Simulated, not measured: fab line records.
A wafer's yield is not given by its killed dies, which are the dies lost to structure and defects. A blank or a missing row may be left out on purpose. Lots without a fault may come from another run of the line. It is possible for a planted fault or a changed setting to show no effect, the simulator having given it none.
Problem report in the 8D (eight disciplines) form, filled by code | flow n5_finfet | the parts of the form that need people (team, actions taken, sign-off) are left out

== 1. WHAT WENT WRONG ==
N5_PASSIVATION_PROBE_49, killed_at_front_end: mean 152 over 1 wafer from 1 lot; wafers with no fault: 38, standard deviation 11. That puts it +10 standard deviations away from the usual mean.
First seen on wafer L582.2, day 15 06:43, on prober-01. Wafers with a number at this step in the record: 33, from 11 lots. By rule, "out" or "out of limits" means more than 4 standard deviations away from the usual mean. All remaining wafers that have a number are taken as sound.

== 2. WHAT IT IS, AND WHAT IT ISN'T ==
question                    | is                               | is not
which readings at this step | killed_at_front_end, killed_dies | killed_at_M0_to_M3, killed_at_M4_up, killed_at_contacts, killed_at_other, killed_open, killed_short
which lots                  | L582                             | L571, L572, L573, L575, L585, L587, L588, L590, L593, L594
which wafers of those lots  | L582.2                           | L582.4, L582.5
read on which tools         | prober-01                        | prober-02
when                        | from day 15 06:43                | up to then (12 sound wafers); but 20 sound wafers of L582, L585, L587, L588, L590, L593, L594 came after

== 3. WHAT RULES OUT EACH SUSPECT ==
Counting: if a tool at a process step up to the reading ran every lot that is out, it stays a suspect. Sound lots after the first of them don't rule it out here, since some wafers of a struck lot are sound.
- rie_diel-04 at N5_HKMG_FIN_ETCH_86 (etches SOC in N2/H2, stops on TiN, target depth 393.2 nm): kept. The lot that is out, L582, ran on it at day 6 22:11; the last sound lot it ran before that was L573, at day 4 18:40.
- rie_diel-04 at N5_PASSIVATION_DESCUM_32 (chemistry O2, time 7.9 s): kept. The lot that is out, L582, ran on it at day 15 01:25; the last sound lot it ran before that was L572, at day 11 21:43.
- rie_metal-02 at N5_PASSIVATION_ETCH_59 (etches TaN in Cl2/BCl3, target depth 65 nm, time 34.9 s): kept. It ran the lot that is out, L582 (day 15 01:53).
- prober-01 at N5_PASSIVATION_PROBE_49: kept. The lot that is out, L582, ran on it at day 15 06:43; the last sound lot it ran before that was L575, at day 13 06:13. On those wafers its own readings are out: killed_at_front_end, killed_dies.
- In rie_diel-04 at N5_HKMG_FIN_ETCH_86, the wafers that are out were processed in chamber 3 and their sound lot-mates in chambers 0, 2.
Left after counting: rie_diel-04 at N5_HKMG_FIN_ETCH_86, rie_diel-04 at N5_PASSIVATION_DESCUM_32, rie_metal-02 at N5_PASSIVATION_ETCH_59, prober-01 at N5_PASSIVATION_PROBE_49.

== 4. THE CAUSE (what the simulator had put in) ==
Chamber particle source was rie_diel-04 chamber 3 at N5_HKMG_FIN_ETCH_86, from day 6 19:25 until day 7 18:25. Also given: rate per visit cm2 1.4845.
4 suspects survive the count, and this tool is in that group.

== 5. THE EFFECT CHAIN, in route order ==
One row per reading whose mean, taken over the struck wafers that have a number, lies over 3 standard deviations from the usual. Readings are gone through only where the record gives a usual standard deviation; hours: the median, over the lots, of the time from a lot's start at the first step in this table giving one to that lot's start at this step; sigmas: the change measured in usual standard deviations.
hours | step                    | reading             | usual | on struck wafers | change | sigmas
0     | N5_PASSIVATION_PROBE_49 | killed_at_front_end | 38    | 152              | +114   | +10
0     | N5_PASSIVATION_PROBE_49 | killed_dies         | 103   | 197              | +94    | +5.5
0     | N5_PASSIVATION_PROBE_49 | killed_on_rim       | 13    | 26               | +13    | +3.2
The process steps in it:
- N5_PASSIVATION_PROBE_49

== 6. HOW IT WOULD HAVE BEEN CAUGHT EARLIER ==
The fault began at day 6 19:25; the first out-of-limits reading in this record came at day 15 06:43, 203 hours later.
Of the tool readings at N5_HKMG_FIN_ETCH_86 for which the record gives a usual standard deviation, none was out on any struck wafer, so an alarm limit of 4 standard deviations on them would not have fired.
By day 15 06:43 the whole set of lots that are out, 1 in number, had already begun N5_HKMG_FIN_ETCH_86 on rie_diel-04. Holding the tool at that point would not have protected any of them.
